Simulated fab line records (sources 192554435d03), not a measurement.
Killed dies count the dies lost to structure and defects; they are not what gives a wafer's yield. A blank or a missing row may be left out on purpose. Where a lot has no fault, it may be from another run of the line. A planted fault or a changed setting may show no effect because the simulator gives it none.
fab line records / flow n5_finfet
record lots=6 wafers=18 last_day=18
route steps=1938 shown BEOL_M10@1521
lots that met no fault: taken from a fault-free run of the same line
start_h: start of the lot's first displayed wafer, in hours after the record's first day / wait_h: hours elapsed since this lot's preceding step / " unchanged from the row above / L1.1+2: several wafers, shown together as one row / - no value, or no start given / * or withheld: withheld / < > ~ a bound
route shown NAME@n: NAME is a module with steps in the file, n the number in the route of the first one / usual: the fault-free wafers' mean and standard deviation / same: alike in all rows / chamber/n: place in a boat / sites: the reading at each site / _std_site: how widely they spread, as a standard deviation / _edge_site: outer sites' mean less inner sites' / radius_mm: how far each site lies from the wafer's centre / mask NAME#n: copy n / behind: the most recent tool/chamber to have shaped the wafer / hold: why the lot went on hold/how many hours it stayed there/how the hold came to an end / device: which transistor (n, p or np) failed to switch / end of line: tests run on the same wafers once the route is complete / where a step has no rows: the recipe by itself / killed: at the first sort, the dies lost to defects and structure; wafer yield is something else / map: a wafer's dies, marking killed ones x, the rest . and places with no die _
set.NAME: the run value of the setting; set.NAME@STEP: its run value at that earlier step / model.NAME: the simulator's own value behind a step, which no gauge read
a table for each step, a row for each wafer; lots at some steps of the route
services: when a tool's chamber went out of use (start_h, in hours from the record's first day, below 0 if earlier), for how many hours, and the reason
## steps
# step N5_BEOL_M10_CURE_72
# recipe temp_c=370 time_s=120 ambient=DMADMS/He material=SiCOH_lowk
# usual lamp_power_pct=52.31/0.06 wafer_temp_C_max=372.2/0.59
lot.wafer=L998.2 tool=uv_cure-03 chamber=2 start_h=221.70 wait_h=0.1 lamp_power_pct=52.30 wafer_temp_C_max=371.8
lot.wafer=L998.5 tool=uv_cure-03 chamber=2 start_h=221.70 wait_h=0.1 lamp_power_pct=52.38 wafer_temp_C_max=371.6
lot.wafer=L998.6 tool=uv_cure-03 chamber=2 start_h=221.70 wait_h=0.1 lamp_power_pct=52.29 wafer_temp_C_max=372.1
lot.wafer=L102.3 tool=uv_cure-03 chamber=2 start_h=247.53 wait_h=0.1 lamp_power_pct=52.31 wafer_temp_C_max=371.9
lot.wafer=L102.5 tool=uv_cure-03 chamber=2 start_h=247.53 wait_h=0.1 lamp_power_pct=52.27 wafer_temp_C_max=372.8
lot.wafer=L102.6 tool=uv_cure-03 chamber=2 start_h=247.53 wait_h=0.1 lamp_power_pct=52.30 wafer_temp_C_max=371.5
lot.wafer=L103.4 tool=uv_cure-03 chamber=1 start_h=264.48 wait_h=0.2 lamp_power_pct=52.30 wafer_temp_C_max=372.0
lot.wafer=L103.5 tool=uv_cure-03 chamber=1 start_h=264.48 wait_h=0.2 lamp_power_pct=52.33 wafer_temp_C_max=372.2
lot.wafer=L103.6 tool=uv_cure-03 chamber=1 start_h=264.48 wait_h=0.2 lamp_power_pct=52.32 wafer_temp_C_max=372.1
lot.wafer=L104.3 tool=uv_cure-03 chamber=0 start_h=273.95 wait_h=0.1 lamp_power_pct=52.23 wafer_temp_C_max=372.4
lot.wafer=L104.4 tool=uv_cure-03 chamber=0 start_h=273.95 wait_h=0.1 lamp_power_pct=52.29 wafer_temp_C_max=371.9
lot.wafer=L104.5 tool=uv_cure-03 chamber=0 start_h=273.95 wait_h=0.1 lamp_power_pct=52.32 wafer_temp_C_max=372.7
lot.wafer=L115.1 tool=uv_cure-03 chamber=1 start_h=339.66 wait_h=0.0 lamp_power_pct=52.30 wafer_temp_C_max=372.4
lot.wafer=L115.3 tool=uv_cure-03 chamber=1 start_h=339.66 wait_h=0.0 lamp_power_pct=52.34 wafer_temp_C_max=372.6
lot.wafer=L115.5 tool=uv_cure-03 chamber=1 start_h=339.66 wait_h=0.0 lamp_power_pct=52.27 wafer_temp_C_max=373.0
lot.wafer=L119.2 tool=uv_cure-03 chamber=0 start_h=362.40 wait_h=0.1 lamp_power_pct=52.26 wafer_temp_C_max=373.8
lot.wafer=L119.3 tool=uv_cure-03 chamber=0 start_h=362.40 wait_h=0.1 lamp_power_pct=52.33 wafer_temp_C_max=372.6
lot.wafer=L119.6 tool=uv_cure-03 chamber=0 start_h=362.40 wait_h=0.1 lamp_power_pct=52.47 wafer_temp_C_max=372.2
# step N5_BEOL_M10_DEGAS_44
# recipe ambient=vacuum temp_c=250 time_s=60
# usual heater_power_w=337/36
lot.wafer=L998.2 tool=pvd_sputter-01 chamber=- start_h=222.12 wait_h=0.4 heater_power_w=340
lot.wafer=L998.5 tool=pvd_sputter-01 chamber=- start_h=222.12 wait_h=0.4 heater_power_w=295
lot.wafer=L998.6 tool=pvd_sputter-01 chamber=- start_h=222.12 wait_h=0.4 heater_power_w=340
lot.wafer=L102.3 tool=pvd_sputter-03 chamber=- start_h=247.88 wait_h=0.3 heater_power_w=325
lot.wafer=L102.5 tool=pvd_sputter-03 chamber=- start_h=247.88 wait_h=0.3 heater_power_w=339
lot.wafer=L102.6 tool=pvd_sputter-03 chamber=- start_h=247.88 wait_h=0.3 heater_power_w=394
lot.wafer=L103.4 tool=pvd_sputter-01 chamber=- start_h=264.75 wait_h=0.2 heater_power_w=300
lot.wafer=L103.5 tool=pvd_sputter-01 chamber=- start_h=264.75 wait_h=0.2 heater_power_w=330
lot.wafer=L103.6 tool=pvd_sputter-01 chamber=- start_h=264.75 wait_h=0.2 heater_power_w=303
lot.wafer=L104.3 tool=pvd_sputter-01 chamber=- start_h=275.12 wait_h=1.1 heater_power_w=293
lot.wafer=L104.4 tool=pvd_sputter-01 chamber=- start_h=275.12 wait_h=1.1 heater_power_w=367
lot.wafer=L104.5 tool=pvd_sputter-01 chamber=- start_h=275.12 wait_h=1.1 heater_power_w=333
lot.wafer=L115.1 tool=pvd_sputter-02 chamber=- start_h=340.08 wait_h=0.4 heater_power_w=311
lot.wafer=L115.3 tool=pvd_sputter-02 chamber=- start_h=340.08 wait_h=0.4 heater_power_w=337
lot.wafer=L115.5 tool=pvd_sputter-02 chamber=- start_h=340.08 wait_h=0.4 heater_power_w=307
lot.wafer=L119.2 tool=pvd_sputter-01 chamber=- start_h=362.72 wait_h=0.3 heater_power_w=336
lot.wafer=L119.3 tool=pvd_sputter-01 chamber=- start_h=362.72 wait_h=0.3 heater_power_w=292
lot.wafer=L119.6 tool=pvd_sputter-01 chamber=- start_h=362.72 wait_h=0.3 heater_power_w=285
# step N5_BEOL_M10_PRE_CLEAN_45
# recipe gas=H2/He time_s=30 temp_c=250
# step N5_BEOL_M10_ALD_74
# recipe material=TaN target_thk_a=20 temp_c=275 ald_precursor_family=PDMAT ald_co_reactant=NH3 pressure_torr=3 carrier_flow_sccm=1500 pulse_time_s=2 purge_time_s=3 co_reactant_purge_time_s=2 co_reactant_pulse_time_s=3 ald_cycles=40 precursor_vessel_temp_c=75 precursor_vessel_pressure_torr=26.25 precursor_vessel_carrier_sccm=1000
# usual heater_power_outer_w=231/25 heater_power_w=416/40 precursor_vessel_carrier_sccm=1000.0/2.9
lot.wafer=L998.2 tool=ald_metal-01 chamber=0 start_h=222.22 wait_h=0.0 heater_power_outer_w=209 heater_power_w=395 precursor_vessel_carrier_sccm=1006.1
lot.wafer=L998.5 tool=ald_metal-01 chamber=1 start_h=222.22 wait_h=0.0 heater_power_outer_w=202 heater_power_w=358 precursor_vessel_carrier_sccm=1001.3
lot.wafer=L998.6 tool=ald_metal-01 chamber=2 start_h=222.22 wait_h=0.0 heater_power_outer_w=272 heater_power_w=457 precursor_vessel_carrier_sccm=1004.9
lot.wafer=L102.3 tool=ald_metal-01 chamber=1 start_h=248.21 wait_h=0.3 heater_power_outer_w=208 heater_power_w=352 precursor_vessel_carrier_sccm=999.6
lot.wafer=L102.5 tool=ald_metal-01 chamber=2 start_h=248.21 wait_h=0.3 heater_power_outer_w=275 heater_power_w=474 precursor_vessel_carrier_sccm=1001.8
lot.wafer=L102.6 tool=ald_metal-01 chamber=1 start_h=248.21 wait_h=0.3 heater_power_outer_w=204 heater_power_w=340 precursor_vessel_carrier_sccm=1000.6
lot.wafer=L103.4 tool=ald_metal-04 chamber=2 start_h=264.87 wait_h=0.1 heater_power_outer_w=259 heater_power_w=432 precursor_vessel_carrier_sccm=997.4
lot.wafer=L103.5 tool=ald_metal-04 chamber=3 start_h=264.87 wait_h=0.1 heater_power_outer_w=217 heater_power_w=403 precursor_vessel_carrier_sccm=997.7
lot.wafer=L103.6 tool=ald_metal-04 chamber=2 start_h=264.87 wait_h=0.1 heater_power_outer_w=263 heater_power_w=414 precursor_vessel_carrier_sccm=996.0
lot.wafer=L104.3 tool=ald_metal-04 chamber=3 start_h=275.22 wait_h=0.0 heater_power_outer_w=222 heater_power_w=382 precursor_vessel_carrier_sccm=1001.5
lot.wafer=L104.4 tool=ald_metal-04 chamber=0 start_h=275.22 wait_h=0.0 heater_power_outer_w=225 heater_power_w=426 precursor_vessel_carrier_sccm=1001.1
lot.wafer=L104.5 tool=ald_metal-04 chamber=2 start_h=275.22 wait_h=0.0 heater_power_outer_w=265 heater_power_w=418 precursor_vessel_carrier_sccm=999.4
lot.wafer=L115.1 tool=ald_metal-03 chamber=3 start_h=340.18 wait_h=0.0 heater_power_outer_w=253 heater_power_w=474 precursor_vessel_carrier_sccm=999.2
lot.wafer=L115.3 tool=ald_metal-03 chamber=1 start_h=340.18 wait_h=0.0 heater_power_outer_w=192 heater_power_w=360 precursor_vessel_carrier_sccm=998.5
lot.wafer=L115.5 tool=ald_metal-03 chamber=0 start_h=340.18 wait_h=0.0 heater_power_outer_w=230 heater_power_w=444 precursor_vessel_carrier_sccm=998.9
lot.wafer=L119.2 tool=ald_metal-03 chamber=2 start_h=362.83 wait_h=0.0 heater_power_outer_w=254 heater_power_w=422 precursor_vessel_carrier_sccm=998.8
lot.wafer=L119.3 tool=ald_metal-03 chamber=3 start_h=362.83 wait_h=0.0 heater_power_outer_w=249 heater_power_w=465 precursor_vessel_carrier_sccm=1000.2
lot.wafer=L119.6 tool=ald_metal-03 chamber=0 start_h=362.83 wait_h=0.0 heater_power_outer_w=229 heater_power_w=420 precursor_vessel_carrier_sccm=998.2
# step N5_BEOL_M10_SURFACE_TREAT_76
# recipe gas=Ar time_s=* ion_energy_ev=* ion_current_ma_cm2=0.5 pressure_mtorr=* ar_flow_sccm=30
# usual throttle_valve_pct=*
lot.wafer=L998.2 tool=pvd_sputter-01 chamber=- start_h=222.56 wait_h=0.2 throttle_valve_pct=*
lot.wafer=L998.5 tool=pvd_sputter-01 chamber=- start_h=222.56 wait_h=0.2 throttle_valve_pct=*
lot.wafer=L998.6 tool=pvd_sputter-01 chamber=- start_h=222.56 wait_h=0.2 throttle_valve_pct=*
lot.wafer=L102.3 tool=pvd_sputter-03 chamber=- start_h=249.92 wait_h=1.6 throttle_valve_pct=*
lot.wafer=L102.5 tool=pvd_sputter-03 chamber=- start_h=249.92 wait_h=1.6 throttle_valve_pct=*
lot.wafer=L102.6 tool=pvd_sputter-03 chamber=- start_h=249.92 wait_h=1.6 throttle_valve_pct=*
lot.wafer=L103.4 tool=pvd_sputter-01 chamber=- start_h=265.28 wait_h=0.3 throttle_valve_pct=*
lot.wafer=L103.5 tool=pvd_sputter-01 chamber=- start_h=265.28 wait_h=0.3 throttle_valve_pct=*
lot.wafer=L103.6 tool=pvd_sputter-01 chamber=- start_h=265.28 wait_h=0.3 throttle_valve_pct=*
lot.wafer=L104.3 tool=pvd_sputter-03 chamber=- start_h=275.58 wait_h=0.2 throttle_valve_pct=*
lot.wafer=L104.4 tool=pvd_sputter-03 chamber=- start_h=275.58 wait_h=0.2 throttle_valve_pct=*
lot.wafer=L104.5 tool=pvd_sputter-03 chamber=- start_h=275.58 wait_h=0.2 throttle_valve_pct=*
lot.wafer=L115.1 tool=pvd_sputter-02 chamber=- start_h=340.46 wait_h=0.2 throttle_valve_pct=*
lot.wafer=L115.3 tool=pvd_sputter-02 chamber=- start_h=340.46 wait_h=0.2 throttle_valve_pct=*
lot.wafer=L115.5 tool=pvd_sputter-02 chamber=- start_h=340.46 wait_h=0.2 throttle_valve_pct=*
lot.wafer=L119.2 tool=pvd_sputter-01 chamber=- start_h=364.67 wait_h=1.7 throttle_valve_pct=*
lot.wafer=L119.3 tool=pvd_sputter-01 chamber=- start_h=364.67 wait_h=1.7 throttle_valve_pct=*
lot.wafer=L119.6 tool=pvd_sputter-01 chamber=- start_h=364.67 wait_h=1.7 throttle_valve_pct=*
# step N5_BEOL_M10_CVD_75
# recipe material=Co target_thk_a=20 temp_c=withheld precursor=CCTBA/H2 pressure_torr=30 time_s=138.9
# step N5_BEOL_M10_SPUTTER_48
# recipe material=Cu target_thk_a=120 temp_c=-20 bias_v=60 power_w=26000 chamber_pressure_pa=0.13 time_s=2
# usual cathode_dc_power_W=26000/4.8 throttle_valve_pct=30.3/1.3
lot.wafer=L998.2 tool=pvd_sputter-01 chamber=- start_h=222.76 wait_h=0.1 cathode_dc_power_W=26002 throttle_valve_pct=30.2
lot.wafer=L998.5 tool=pvd_sputter-01 chamber=- start_h=222.76 wait_h=0.1 cathode_dc_power_W=25993 throttle_valve_pct=31.2
lot.wafer=L998.6 tool=pvd_sputter-01 chamber=- start_h=222.76 wait_h=0.1 cathode_dc_power_W=25996 throttle_valve_pct=31.3
lot.wafer=L102.3 tool=pvd_sputter-03 chamber=- start_h=250.18 wait_h=0.2 cathode_dc_power_W=26000 throttle_valve_pct=28.2
lot.wafer=L102.5 tool=pvd_sputter-03 chamber=- start_h=250.18 wait_h=0.2 cathode_dc_power_W=25996 throttle_valve_pct=32.3
lot.wafer=L102.6 tool=pvd_sputter-03 chamber=- start_h=250.18 wait_h=0.2 cathode_dc_power_W=26006 throttle_valve_pct=29.7
lot.wafer=L103.4 tool=pvd_sputter-03 chamber=- start_h=267.74 wait_h=2.0 cathode_dc_power_W=26004 throttle_valve_pct=32.5
lot.wafer=L103.5 tool=pvd_sputter-03 chamber=- start_h=267.74 wait_h=2.0 cathode_dc_power_W=25999 throttle_valve_pct=28.2
lot.wafer=L103.6 tool=pvd_sputter-03 chamber=- start_h=267.74 wait_h=2.0 cathode_dc_power_W=26003 throttle_valve_pct=30.3
lot.wafer=L104.3 tool=pvd_sputter-01 chamber=- start_h=275.76 wait_h=0.1 cathode_dc_power_W=25997 throttle_valve_pct=31.4
lot.wafer=L104.4 tool=pvd_sputter-01 chamber=- start_h=275.76 wait_h=0.1 cathode_dc_power_W=26011 throttle_valve_pct=30.1
lot.wafer=L104.5 tool=pvd_sputter-01 chamber=- start_h=275.76 wait_h=0.1 cathode_dc_power_W=25995 throttle_valve_pct=28.9
lot.wafer=L115.1 tool=pvd_sputter-02 chamber=- start_h=340.69 wait_h=0.1 cathode_dc_power_W=25992 throttle_valve_pct=31.3
lot.wafer=L115.3 tool=pvd_sputter-02 chamber=- start_h=340.69 wait_h=0.1 cathode_dc_power_W=26002 throttle_valve_pct=28.0
lot.wafer=L115.5 tool=pvd_sputter-02 chamber=- start_h=340.69 wait_h=0.1 cathode_dc_power_W=25998 throttle_valve_pct=31.5
lot.wafer=L119.2 tool=pvd_sputter-03 chamber=- start_h=364.89 wait_h=0.1 cathode_dc_power_W=26003 throttle_valve_pct=29.7
lot.wafer=L119.3 tool=pvd_sputter-03 chamber=- start_h=364.89 wait_h=0.1 cathode_dc_power_W=25995 throttle_valve_pct=28.1
lot.wafer=L119.6 tool=pvd_sputter-03 chamber=- start_h=364.89 wait_h=0.1 cathode_dc_power_W=26015 throttle_valve_pct=29.6
# step N5_BEOL_M10_ECD_50
# recipe material=Cu target_thk_a=3180
# step N5_BEOL_M10_ANNEAL_51
# recipe temp_c=225 time_s=90 ambient=N2
# step N5_BEOL_M10_CMP_52
# recipe stop_on=SiCOH_lowk t_overpolish_s=7 down_force_psi=1 platen_rpm=50 clearing_platen_down_force_psi=1.5 clearing_platen_rpm=50 post_cmp_clean=cu_alkaline target_thk_nm=140 clearing_platen_pad_velocity_m_s=0.99484 pad_velocity_m_s=0.99484
# step N5_BEOL_M10_THK_MEAS_53
# recipe thk_meas_gauge=xrf reads=Cu_of_BEOL_M10_ECD_50
# usual M10_THK=143/3
lot.wafer=L998.2 tool=film_metro-02 chamber=- start_h=223.58 wait_h=- M10_THK[nm]=147
lot.wafer=L998.5 tool=film_metro-02 chamber=- start_h=223.58 wait_h=- M10_THK[nm]=142
lot.wafer=L998.6 tool=film_metro-02 chamber=- start_h=223.58 wait_h=- M10_THK[nm]=143
lot.wafer=L102.3 tool=film_metro-02 chamber=- start_h=251.00 wait_h=- M10_THK[nm]=147
lot.wafer=L102.5 tool=film_metro-02 chamber=- start_h=251.00 wait_h=- M10_THK[nm]=147
lot.wafer=L102.6 tool=film_metro-02 chamber=- start_h=251.00 wait_h=- M10_THK[nm]=143
lot.wafer=L103.4 tool=film_metro-01 chamber=- start_h=269.22 wait_h=- M10_THK[nm]=147
lot.wafer=L103.5 tool=film_metro-01 chamber=- start_h=269.22 wait_h=- M10_THK[nm]=142
lot.wafer=L103.6 tool=film_metro-01 chamber=- start_h=269.22 wait_h=- M10_THK[nm]=140
lot.wafer=L104.3 tool=film_metro-02 chamber=- start_h=276.58 wait_h=- M10_THK[nm]=145
lot.wafer=L104.4 tool=film_metro-02 chamber=- start_h=276.58 wait_h=- M10_THK[nm]=142
lot.wafer=L104.5 tool=film_metro-02 chamber=- start_h=276.58 wait_h=- M10_THK[nm]=138
lot.wafer=L115.1 tool=film_metro-02 chamber=- start_h=341.67 wait_h=- M10_THK[nm]=149
lot.wafer=L115.3 tool=film_metro-02 chamber=- start_h=341.67 wait_h=- M10_THK[nm]=148
lot.wafer=L115.5 tool=film_metro-02 chamber=- start_h=341.67 wait_h=- M10_THK[nm]=147
lot.wafer=L119.2 tool=film_metro-01 chamber=- start_h=365.80 wait_h=- M10_THK[nm]=138
lot.wafer=L119.3 tool=film_metro-01 chamber=- start_h=365.80 wait_h=- M10_THK[nm]=141
lot.wafer=L119.6 tool=film_metro-01 chamber=- start_h=365.80 wait_h=- M10_THK[nm]=146
# step N5_BEOL_M10_PRE_CLEAN_55
# recipe gas=NH3 time_s=15 temp_c=withheld rf_power_w=300
# step N5_BEOL_M10_DEP_56
# recipe material=SiCN target_thk_a=150 temp_c=withheld precursor=3MS/NH3 pressure_torr=3 rf_w=202 time_s=26.5
# usual showerhead_plenum_p_Torr=3.672/0.011 throttle_valve_pct=9.0/0.43
lot.wafer=L998.2 tool=pecvd-04 chamber=2 start_h=223.64 wait_h=0.0 showerhead_plenum_p_Torr=3.685 throttle_valve_pct=8.5 model.SiCN_of_BEOL_M10_DEP_56.thk_nm=15
lot.wafer=L998.5 tool=pecvd-04 chamber=1 start_h=223.64 wait_h=0.0 showerhead_plenum_p_Torr=3.665 throttle_valve_pct=9.8 model.SiCN_of_BEOL_M10_DEP_56.thk_nm=15
lot.wafer=L998.6 tool=pecvd-04 chamber=2 start_h=223.64 wait_h=0.0 showerhead_plenum_p_Torr=3.682 throttle_valve_pct=8.3 model.SiCN_of_BEOL_M10_DEP_56.thk_nm=15
lot.wafer=L102.3 tool=pecvd-04 chamber=1 start_h=251.06 wait_h=0.0 showerhead_plenum_p_Torr=3.663 throttle_valve_pct=9.8 model.SiCN_of_BEOL_M10_DEP_56.thk_nm=15
lot.wafer=L102.5 tool=pecvd-04 chamber=2 start_h=251.06 wait_h=0.0 showerhead_plenum_p_Torr=3.685 throttle_valve_pct=8.5 model.SiCN_of_BEOL_M10_DEP_56.thk_nm=15.2
lot.wafer=L102.6 tool=pecvd-04 chamber=0 start_h=251.06 wait_h=0.0 showerhead_plenum_p_Torr=3.661 throttle_valve_pct=8.8 model.SiCN_of_BEOL_M10_DEP_56.thk_nm=15.2
lot.wafer=L103.4 tool=pecvd-04 chamber=0 start_h=269.32 wait_h=0.0 showerhead_plenum_p_Torr=3.673 throttle_valve_pct=8.6 model.SiCN_of_BEOL_M10_DEP_56.thk_nm=12.6
lot.wafer=L103.5 tool=pecvd-04 chamber=0 start_h=269.32 wait_h=0.0 showerhead_plenum_p_Torr=3.669 throttle_valve_pct=8.6 model.SiCN_of_BEOL_M10_DEP_56.thk_nm=12.4
lot.wafer=L103.6 tool=pecvd-04 chamber=1 start_h=269.32 wait_h=0.0 showerhead_plenum_p_Torr=3.659 throttle_valve_pct=9.5 model.SiCN_of_BEOL_M10_DEP_56.thk_nm=15.2
lot.wafer=L104.3 tool=pecvd-04 chamber=2 start_h=276.64 wait_h=0.0 showerhead_plenum_p_Torr=3.667 throttle_valve_pct=8.4 model.SiCN_of_BEOL_M10_DEP_56.thk_nm=14.8
lot.wafer=L104.4 tool=pecvd-04 chamber=2 start_h=276.64 wait_h=0.0 showerhead_plenum_p_Torr=3.676 throttle_valve_pct=8.4 model.SiCN_of_BEOL_M10_DEP_56.thk_nm=15
lot.wafer=L104.5 tool=pecvd-04 chamber=0 start_h=276.64 wait_h=0.0 showerhead_plenum_p_Torr=3.660 throttle_valve_pct=8.9 model.SiCN_of_BEOL_M10_DEP_56.thk_nm=12.4
lot.wafer=L115.1 tool=pecvd-01 chamber=2 start_h=341.73 wait_h=0.0 showerhead_plenum_p_Torr=3.683 throttle_valve_pct=8.5 model.SiCN_of_BEOL_M10_DEP_56.thk_nm=15.2
lot.wafer=L115.3 tool=pecvd-01 chamber=1 start_h=341.73 wait_h=0.0 showerhead_plenum_p_Torr=3.683 throttle_valve_pct=9.3 model.SiCN_of_BEOL_M10_DEP_56.thk_nm=15.2
lot.wafer=L115.5 tool=pecvd-01 chamber=0 start_h=341.73 wait_h=0.0 showerhead_plenum_p_Torr=3.660 throttle_valve_pct=9.6 model.SiCN_of_BEOL_M10_DEP_56.thk_nm=15.4
lot.wafer=L119.2 tool=pecvd-02 chamber=0 start_h=365.86 wait_h=0.0 showerhead_plenum_p_Torr=3.697 throttle_valve_pct=8.9 model.SiCN_of_BEOL_M10_DEP_56.thk_nm=15
lot.wafer=L119.3 tool=pecvd-02 chamber=1 start_h=365.86 wait_h=0.0 showerhead_plenum_p_Torr=3.667 throttle_valve_pct=9.1 model.SiCN_of_BEOL_M10_DEP_56.thk_nm=15
lot.wafer=L119.6 tool=pecvd-02 chamber=1 start_h=365.86 wait_h=0.0 showerhead_plenum_p_Torr=3.677 throttle_valve_pct=9.0 model.SiCN_of_BEOL_M10_DEP_56.thk_nm=15.4
# step N5_BEOL_M10_RS_MEAS_57
# recipe thk_meas_gauge=four-point-probe reads=Cu_of_BEOL_M10_ECD_50+Co_of_BEOL_M10_CVD_75+TaN_of_BEOL_M10_ALD_74
# usual M10_RS=0.151/0.0035
lot.wafer=L998.2 tool=film_metro-02 chamber=- start_h=223.71 wait_h=0.1 M10_RS[ohm/sq]=0.147
lot.wafer=L998.5 tool=film_metro-02 chamber=- start_h=223.71 wait_h=0.1 M10_RS[ohm/sq]=0.153
lot.wafer=L998.6 tool=film_metro-02 chamber=- start_h=223.71 wait_h=0.1 M10_RS[ohm/sq]=0.151
lot.wafer=L102.3 tool=film_metro-01 chamber=- start_h=251.14 wait_h=0.1 M10_RS[ohm/sq]=0.148
lot.wafer=L102.5 tool=film_metro-01 chamber=- start_h=251.14 wait_h=0.1 M10_RS[ohm/sq]=0.147
lot.wafer=L102.6 tool=film_metro-01 chamber=- start_h=251.14 wait_h=0.1 M10_RS[ohm/sq]=0.152
lot.wafer=L103.4 tool=film_metro-02 chamber=- start_h=269.39 wait_h=0.1 M10_RS[ohm/sq]=0.146
lot.wafer=L103.5 tool=film_metro-02 chamber=- start_h=269.39 wait_h=0.1 M10_RS[ohm/sq]=0.151
lot.wafer=L103.6 tool=film_metro-02 chamber=- start_h=269.39 wait_h=0.1 M10_RS[ohm/sq]=0.154
lot.wafer=L104.3 tool=film_metro-02 chamber=- start_h=276.72 wait_h=0.1 M10_RS[ohm/sq]=0.148
lot.wafer=L104.4 tool=film_metro-02 chamber=- start_h=276.72 wait_h=0.1 M10_RS[ohm/sq]=0.151
lot.wafer=L104.5 tool=film_metro-02 chamber=- start_h=276.72 wait_h=0.1 M10_RS[ohm/sq]=0.157
lot.wafer=L115.1 tool=film_metro-01 chamber=- start_h=341.81 wait_h=0.1 M10_RS[ohm/sq]=0.143
lot.wafer=L115.3 tool=film_metro-01 chamber=- start_h=341.81 wait_h=0.1 M10_RS[ohm/sq]=0.144
lot.wafer=L115.5 tool=film_metro-01 chamber=- start_h=341.81 wait_h=0.1 M10_RS[ohm/sq]=0.144
lot.wafer=L119.2 tool=film_metro-01 chamber=- start_h=365.94 wait_h=0.1 M10_RS[ohm/sq]=0.158
lot.wafer=L119.3 tool=film_metro-01 chamber=- start_h=365.94 wait_h=0.1 M10_RS[ohm/sq]=0.153
lot.wafer=L119.6 tool=film_metro-01 chamber=- start_h=365.94 wait_h=0.1 M10_RS[ohm/sq]=0.149
## services
tool=pecvd-01 chamber=2 start_h=202.38 hours=- kind=clean
tool=pecvd-01 chamber=2 start_h=202.38 hours=- kind=consumable_replace:showerhead
tool=pecvd-01 chamber=2 start_h=202.38 hours=29.0 kind=scheduled_down
tool=pecvd-01 chamber=2 start_h=202.38 hours=29.0 kind=vent_cycle
tool=uv_cure-03 chamber=- start_h=212.98 hours=2.8 kind=pm
tool=ald_metal-03 chamber=- start_h=234.39 hours=8.7 kind=pm
tool=ald_metal-03 chamber=3 start_h=243.38 hours=8.7 kind=repair
tool=ald_metal-01 chamber=0 start_h=252.53 hours=34.1 kind=repair
tool=ald_metal-01 chamber=- start_h=257.65 hours=6.0 kind=pm
tool=pecvd-04 chamber=2 start_h=266.62 hours=5.5 kind=scheduled_down
tool=ald_metal-03 chamber=0 start_h=291.00 hours=3.5 kind=repair
tool=pecvd-04 chamber=0 start_h=297.54 hours=2.1 kind=scheduled_down
tool=pecvd-02 chamber=- start_h=297.64 hours=0.7 kind=repair
tool=pecvd-01 chamber=- start_h=329.36 hours=1.0 kind=repair
tool=ald_metal-04 chamber=- start_h=337.59 hours=14.0 kind=pm
tool=ald_metal-04 chamber=0 start_h=337.59 hours=14.0 kind=vent_cycle
tool=ald_metal-04 chamber=1 start_h=337.59 hours=14.0 kind=vent_cycle
tool=ald_metal-04 chamber=2 start_h=337.59 hours=47.9 kind=vent_cycle
tool=ald_metal-04 chamber=3 start_h=337.59 hours=14.0 kind=vent_cycle
tool=pecvd-04 chamber=1 start_h=339.74 hours=2.1 kind=scheduled_down
tool=ald_metal-04 chamber=0 start_h=351.59 hours=- kind=clean
tool=ald_metal-04 chamber=1 start_h=351.59 hours=- kind=clean
tool=ald_metal-04 chamber=3 start_h=351.59 hours=- kind=clean
tool=pvd_sputter-03 chamber=- start_h=355.26 hours=3.1 kind=repair
## key
first_sign none at tools or gauges
model_effect step=N5_BEOL_M10_DEP_56 value=SiCN_of_BEOL_M10_DEP_56.thk_nm without=15.2 struck=12.47
met_at N5_BEOL_M10_DEP_56
struck_wafers L103.4,L103.5,L104.5
onset_between 251.06 269.32
fault kind=process_parameter_drift tool=pecvd-04 chamber=0 onset_h=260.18 steps=N5_BEOL_M10_DEP_56 channel=time_s offset=* shape=step end_h=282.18 acts_in=* stated=*
